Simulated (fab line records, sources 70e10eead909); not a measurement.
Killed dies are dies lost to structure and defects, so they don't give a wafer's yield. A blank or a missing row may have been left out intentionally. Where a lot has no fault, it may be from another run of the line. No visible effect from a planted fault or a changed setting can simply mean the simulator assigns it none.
The tool behind it: which one? ; flow nand_harc ; 13 lots with 39 wafers sampled at 6 steps, on a route of 1302 steps

== WHAT EACH GAUGE READ, for each wafer ==
NHARC_A_DECK1_JOINT_THK_MEAS_17: measures by ellipsometry.
lot;measured;on;thk_nm (nm)
L393;day 11 22:09;film_metro-01;45.4 43.7 45.7
L394;day 12 15:50;film_metro-01;44.9 44.1 46.9
L395;day 13 19:19;film_metro-01;46.0 45.7 45.0
L397;day 13 14:20;film_metro-01;44.9 44.6 44.3
L399;day 14 16:35;film_metro-01;45.2 44.5 44.1
L398;day 14 16:36;film_metro-02;43.1 44.7 41.9
L406;day 17 23:35;film_metro-02;44.6 44.6 45.5
L408;day 18 21:27;film_metro-02;44.9 44.1 44.2
L407;day 18 21:27;film_metro-01;43.0 43.7 45.9
L410;day 19 15:50;film_metro-01;45.7 45.3 44.5
L414;day 20 21:28;film_metro-02;43.0 45.8 45.7
L415;day 21 10:26;film_metro-01;45.2 45.1 45.5
L416;day 21 19:35;film_metro-01;43.0 46.0 45.5

NHARC_A_ONON_D2_THK_MEAS_02: measures by ellipsometry.
lot;measured;on;thk_nm (nm)
L393;day 11 22:46;film_metro-01;1003 1004 1003
L394;day 12 16:27;film_metro-01;994 996 993
L395;day 13 19:56;film_metro-01;1004 1002 1004
L397;day 13 14:56;film_metro-01;982 983 981
L399;day 14 17:13;film_metro-01;1019 1021 1019
L398;day 14 17:13;film_metro-02;1005 1003 1004
L406;day 18 00:11;film_metro-01;1660 1660 1661
L408;day 18 22:10;film_metro-02;998 998 996
L407;day 18 22:04;film_metro-02;1655 1655 1655
L410;day 19 16:26;film_metro-02;1006 1004 1006
L414;day 20 22:05;film_metro-01;1003 1001 1002
L415;day 21 11:02;film_metro-01;1000 1001 1001
L416;day 21 20:11;film_metro-01;991 991 992

NHARC_END_SORT_01.
lot;measured;on;killed_at_array;killed_at_other;killed_at_periphery;killed_dies;killed_open;killed_short
L406;day 29 19:32;prober-01;673 671 674;1 0 0;3 6 3;677 677 677;5 3 1;5 1 1
L407;day 30 13:50;prober-01;673 675 675;2 0 0;2 2 2;677 677 677;1 1 4;3 5 0

== EACH LOT AND THE TOOL THAT RAN IT (in order: tool; ch and the chambers of the sampled wafers; start) ==
lot;NHARC_A_CHANNEL_FILL_D1_ETCHBACK_20;NHARC_A_DECK1_JOINT_CMP_02;NHARC_A_ONON_D2_DEP_00
L393;rie_diel-11 ch 1,2,3, day 9 15:33;cmp-01 ch 0,3, day 11 21:29;pecvd_onon-04 ch 0, day 11 22:15
L394;rie_diel-08 ch 0,1,2, day 10 01:40;cmp-03 ch 0,1,2, day 12 15:08;pecvd_onon-02 ch 0, day 12 15:59
L395;rie_diel-11 ch 0,2,3, day 10 21:53;cmp-03 ch 0,1,2, day 13 18:38;pecvd_onon-03 ch 0, day 13 19:25
L397;rie_diel-03 ch 2,3, day 11 09:25;cmp-04 ch 1,2,3, day 13 13:40;pecvd_onon-02 ch 0, day 13 14:29
L399;rie_diel-08 ch 2,3, day 12 04:41;cmp-04 ch 2,3, day 14 15:57;pecvd_onon-02 ch 0, day 14 16:41
L398;rie_diel-11 ch 0,1, day 12 04:43;cmp-03 ch 0,1,3, day 14 15:57;pecvd_onon-03 ch 0, day 14 16:46
L406;rie_diel-03 ch 0,2,3, day 14 22:52;cmp-03 ch 0,1,3, day 17 22:55;pecvd_onon-02 ch 0, day 17 23:44
L408;rie_diel-11 ch 0,1,3, day 16 10:02;cmp-04 ch 0,1,3, day 18 20:48;pecvd_onon-04 ch 0, day 18 21:40
L407;rie_diel-03 ch 0,1,2, day 16 10:03;cmp-01 ch 1,2, day 18 20:47;pecvd_onon-02 ch 0, day 18 21:40
L410;rie_diel-03 ch 1,2,3, day 17 03:02;cmp-03 ch 0,1,2, day 19 15:09;pecvd_onon-04 ch 0, day 19 15:56
L414;rie_diel-11 ch 0,3, day 18 12:34;cmp-03 ch 1,2,3, day 20 20:47;pecvd_onon-03 ch 0, day 20 21:34
L415;rie_diel-03 ch 0,1,2, day 18 19:35;cmp-01 ch 1,2, day 21 09:47;pecvd_onon-04 ch 0, day 21 10:32
L416;rie_diel-03 ch 2,3, day 19 09:12;cmp-01 ch 1,2,3, day 21 18:55;pecvd_onon-02 ch 0, day 21 19:41
- NHARC_A_CHANNEL_FILL_D1_ETCHBACK_20: etches the open film in C4F8/O2/Ar, target depth 27 nm, time 13.5 s.
- NHARC_A_DECK1_JOINT_CMP_02: polishes SiOx.
- NHARC_A_ONON_D2_DEP_00: target thk 1000 nm.

== AS READ BY THE TOOLS THEMSELVES (means over the sampled wafers that have a number; for cases with no such wafer, the mark the record gives instead) ==
NHARC_A_CHANNEL_FILL_D1_ETCHBACK_20.
lot;tool;chamber_pressure_mTorr (mTorr);oes_product_au (a.u.);rf_vpp_V (V)
L393;rie_diel-11;25.003;1.01;977
L394;rie_diel-08;25.024;1.00;980
L395;rie_diel-11;25.004;0.93;977
L397;rie_diel-03;24.981;0.92;983
L399;rie_diel-08;25.006;0.99;988
L398;rie_diel-11;24.978;1.00;978
L406;rie_diel-03;24.999;1.00;979
L408;rie_diel-11;24.982;0.92;980
L407;rie_diel-03;25.017;0.97;977
L410;rie_diel-03;24.995;1.01;977
L414;rie_diel-11;25.005;0.93;983
L415;rie_diel-03;25.017;0.93;976
L416;rie_diel-03;25.000;0.92;979

NHARC_A_DECK1_JOINT_CMP_02.
lot;tool;motor_current_A (A)
L393;cmp-01;11.5
L394;cmp-03;10.9
L395;cmp-03;11.1
L397;cmp-04;11.5
L399;cmp-04;11.5
L398;cmp-03;11.1
L406;cmp-03;11.0
L408;cmp-04;11.6
L407;cmp-01;12.2
L410;cmp-03;10.9
L414;cmp-03;11.4
L415;cmp-01;12.1
L416;cmp-01;11.7

== THE ANSWER, worked out from the rows above alone ==
Rule: the lots themselves supply what counts as usual. The widest of any qualifying gaps counts: lots, ordered by their means at a reading, are off when they make up no more than a third of the lots, leave a main group of 4 or more, and stand apart from it by 3 or more times the standard deviation of that group's means. Not used: any main group whose means are identical at the precision the tables above print for the reading. A lot without any number at a reading at which 4 lots or more have one is off too. The other lots that the step has rows for count as sound. The gauges are gone through in route order, then the tools' own readings, and for those a lot's mean is taken as printed above. At the first step where some lot is off, the reading lying furthest off is the one used; lots without a number count as furthest.
Off: L406, L407, at NHARC_A_ONON_D2_THK_MEAS_02 (thk_nm). The main group has a mean of 1000 nm with a standard deviation of 9.
If a tool, at a process step before that reading, ran all the lots that are off and no sound lot after the first of them, it fits. Gauges at NHARC_A_ONON_D2_THK_MEAS_02: tried the same way as those tools. None of those tried fits.

== WHAT THE SIMULATOR HAD INSERTED ==
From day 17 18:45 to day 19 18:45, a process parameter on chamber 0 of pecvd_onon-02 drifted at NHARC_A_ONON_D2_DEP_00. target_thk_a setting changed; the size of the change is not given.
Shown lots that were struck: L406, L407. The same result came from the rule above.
